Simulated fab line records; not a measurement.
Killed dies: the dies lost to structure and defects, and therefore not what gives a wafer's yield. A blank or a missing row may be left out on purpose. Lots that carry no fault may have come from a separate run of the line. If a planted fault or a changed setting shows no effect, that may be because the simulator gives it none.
Which tool did it? / flow nand-harc / 6 lots, 18 wafers sampled, at 4 steps of a route of 1159

== WHAT THE GAUGES SHOWED, per wafer ==
NHARC_END_SORT_01.
lot=L247; measured=day 20 03:17; on=prober-02; killed-at-other=1 0 0
lot=L252; measured=day 20 16:48; on=prober-02; killed-at-other=0 0 0
lot=L253; measured=day 21 05:58; on=prober-01; killed-at-other=0 0 1
lot=L265; measured=day 23 19:14; on=prober-01; killed-at-other=0 0 1
lot=L262; measured=day 24 03:04; on=prober-01; killed-at-other=620 621 626
lot=L268; measured=day 24 18:59; on=prober-01; killed-at-other=0 0 0

== TOOL THAT RAN EACH LOT (tool first, then ch and the chambers of the sampled wafers, then the start) ==
lot=L247; NHARC_THIN_TSV_ANNEAL_52=rtp-anneal-02 ch 0, day 19 10:47; NHARC_THIN_TSV_PVD_24=pvd-sputter-03, day 19 11:51; NHARC_THIN_TSV_ETCH_59=rie-metal-03 ch 0,1, day 19 13:00
lot=L252; NHARC_THIN_TSV_ANNEAL_52=rtp-anneal-01 ch 0, day 20 03:23; NHARC_THIN_TSV_PVD_24=pvd-sputter-01, day 20 04:35; NHARC_THIN_TSV_ETCH_59=rie-metal-02 ch 0,1, day 20 05:45
lot=L253; NHARC_THIN_TSV_ANNEAL_52=rtp-anneal-01 ch 0, day 20 17:29; NHARC_THIN_TSV_PVD_24=pvd-sputter-02, day 20 18:40; NHARC_THIN_TSV_ETCH_59=rie-metal-02 ch 0,1, day 20 19:44
lot=L265; NHARC_THIN_TSV_ANNEAL_52=rtp-anneal-02 ch 0, day 23 07:33; NHARC_THIN_TSV_PVD_24=pvd-sputter-03, day 23 08:37; NHARC_THIN_TSV_ETCH_59=rie-metal-01 ch 0, day 23 09:49
lot=L262; NHARC_THIN_TSV_ANNEAL_52=rtp-anneal-02 ch 0, day 23 09:46; NHARC_THIN_TSV_PVD_24=pvd-sputter-03, day 23 10:49; NHARC_THIN_TSV_ETCH_59=rie-metal-01 ch 0, day 23 12:02
lot=L268; NHARC_THIN_TSV_ANNEAL_52=rtp-anneal-01 ch 0, day 24 08:19; NHARC_THIN_TSV_PVD_24=pvd-sputter-02, day 24 09:28; NHARC_THIN_TSV_ETCH_59=rie-metal-03 ch 1, day 24 10:35
- NHARC_THIN_TSV_ANNEAL_52: time 90 s.
- NHARC_THIN_TSV_PVD_24: deposits Al, target thk 800 nm.
- NHARC_THIN_TSV_ETCH_59: etches the open film in Cl2/BCl3, target depth 880 nm, time 138.1 s.

== THE ANSWER, worked out from the rows above alone ==
Rule: the lots themselves supply what counts as usual. The widest of any qualifying gaps counts: lots, ordered by their means at a reading, are off when they make up no more than a third of the lots, leave a main group of 4 or more, and stand apart from it by 3 or more times the standard deviation of that group's means. The tables above print the reading to a certain number of digits; a main group whose means all agree to those digits is not used. A lot without any number at a reading at which 4 lots or more have one is off too. Where the step has rows for the other lots, those lots are counted as sound.
Across all readings shown, no lot is off: no conclusion can be drawn from this.

== WHAT THE SIMULATOR HAD PUT IN ==
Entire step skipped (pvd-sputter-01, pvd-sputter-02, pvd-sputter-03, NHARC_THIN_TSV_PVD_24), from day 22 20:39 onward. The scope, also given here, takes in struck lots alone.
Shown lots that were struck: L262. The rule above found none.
